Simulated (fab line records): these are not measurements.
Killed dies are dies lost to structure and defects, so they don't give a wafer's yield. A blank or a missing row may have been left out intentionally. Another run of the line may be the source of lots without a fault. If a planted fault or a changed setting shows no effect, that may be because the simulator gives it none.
Struck lot and sound lot, side by side + flow n5-finfet + 15 out of 1938 route steps
Sound: these wafers, L559.1, L559.2, L559.5. Struck: wafer L567.1; the same lot's L567.2 was not struck, so it is left out; see the end for the cause.
For every step that has rows: the tool of each side, followed by ch and its chambers, followed by its first start. Under that, the readings that differ: sound wafers + struck wafers + difference of the means + sigmas: that difference in standard deviations of wafers without a fault.
alike: same words and numbers on both sides, and readings whose means sit less than 2 such deviations apart. not compared: any withheld reading, any reading some wafer has no value for, any bound like >300 that may hide the same value, and any number with overlapping values for which the record gives no deviation.
A row with sigmas, a row that says differs or no value, or rows on one side alone: a step with any of these is where the two part. Numbers that don't overlap but have no deviation are shown without sigmas and don't part them. Lack of a reading on every wafer of one side parts them only where that side has two or more wafers.

N5_BEOL_M10_HM_DEP_02: deposits TiN, target thk 20 nm.
  sound on pvd-sputter-03 at day 12 18:04; struck on pvd-sputter-02 at day 15 04:32
  alike: chamber-pressure-pa, throttle-valve-pct
then, 8 steps without rows for these wafers: N5_BEOL_M10_COAT_59 (time 60 s, resist thk 100 nm); N5_BEOL_M10_COAT_60 (time 60 s, resist thk 30 nm); N5_BEOL_M10_COAT_05 (resist thk 90 nm); N5_BEOL_M10_EBR_07; N5_BEOL_M10_SOFTBAKE_06 (time 60 s); N5_BEOL_M10_EXPOSE_08 (exposes mask M10); N5_BEOL_M10_PEB_09 (peb time 60 s); N5_BEOL_M10_DEVELOP_10 (develop time 30 s).
N5_BEOL_M10_CD_MEAS_11 targets a cd of 64.1 nm.
  sound on cd-sem-02 ch 0, day 12 18:26; struck on cd-sem-03 ch 0, day 15 05:02
  alike: cd-nm
N5_BEOL_M10_OVL_MEAS_12:
  sound on overlay-02 ch 0, day 12 18:28; struck on overlay-01 ch 0, day 15 05:04
  alike: M10_OVL
N5_BEOL_M10_INSPECT_13: inspects for defects (brightfield).
  sound on defect-inspect-01 at day 12 18:29; struck on defect-inspect-02 at day 15 05:05
  alike: raw-defect-count
N5_BEOL_M10_DESCUM_16: chemistry O2, time 7.9 s.
  sound on rie-diel-03 ch 2,3, day 12 18:32; struck on rie-diel-03 ch 3, day 15 05:07
| reading                                       | sound             | struck | difference | sigmas |
|-----------------------------------------------|-------------------|--------|------------|--------|
| rf-vpp-V (V)                                  | 241.6 246.4 241.5 | 246.3  | +3.1       | +2     |
| showerhead-plenum-p-Torr (Torr)               | 1.98 2.23 1.98    | 2.23   | +0.17      | +2     |
| model.CAR-ArF_of_BEOL_M10_COAT_05.thk-nm (nm) | 83.2 83.6 83.6    | 82.6   | -0.9       |        |
  alike: drypump-motor-current-A, oes-product-au, temp-c, throttle-valve-pct
  not compared: rf-hours-counter-h
N5_BEOL_M10_ETCH_61: etches SiARC in CF4, target depth 39 nm, time 65 s.
  sound on rie-diel-03 ch 2,3, day 12 18:34; struck on rie-diel-03 ch 3, day 15 05:10
| reading                                       | sound             | struck | difference | sigmas |
|-----------------------------------------------|-------------------|--------|------------|--------|
| rf-vpp-V (V)                                  | 182.8 185.5 183.7 | 186.5  | +2.5       | +2     |
| showerhead-plenum-p-Torr (Torr)               | 2.04 2.27 2.04    | 2.26   | +0.14      | +2     |
| model.CAR-ArF_of_BEOL_M10_COAT_05.thk-nm (nm) | 55.4 55.6 55.6    | 54.8   | -0.7       |        |
  alike: drypump-motor-current-A, etch-rf-on-time-s, oes-product-au, throttle-valve-pct
  not compared: rf-hours-counter-h
N5_BEOL_M10_ETCH_62: etches SOC in N2/H2, target depth 110 nm, overetch 22 nm, time 165 s.
  sound on rie-diel-03 ch 2,3, day 12 18:37; struck on rie-diel-03 ch 3, day 15 05:13
| reading                         | sound             | struck | difference | sigmas |
|---------------------------------|-------------------|--------|------------|--------|
| rf-vpp-V (V)                    | 520.8 527.3 520.2 | 529.1  | +6.3       | +3     |
| showerhead-plenum-p-Torr (Torr) | 2.41 2.71 2.41    | 2.70   | +0.19      | +2     |
  alike: drypump-motor-current-A, oes-product-au, temp-c, throttle-valve-pct
  not compared: rf-hours-counter-h

WHERE THEY PART
Earliest at N5_BEOL_M10_DESCUM_16; latest, in this record, at N5_BEOL_M10_ETCH_62.

WHY: the cause the simulator had injected
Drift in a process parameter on rie-diel-03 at N5_BEOL_M10_DESCUM_16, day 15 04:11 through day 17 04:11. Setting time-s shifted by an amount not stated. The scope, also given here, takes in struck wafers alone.
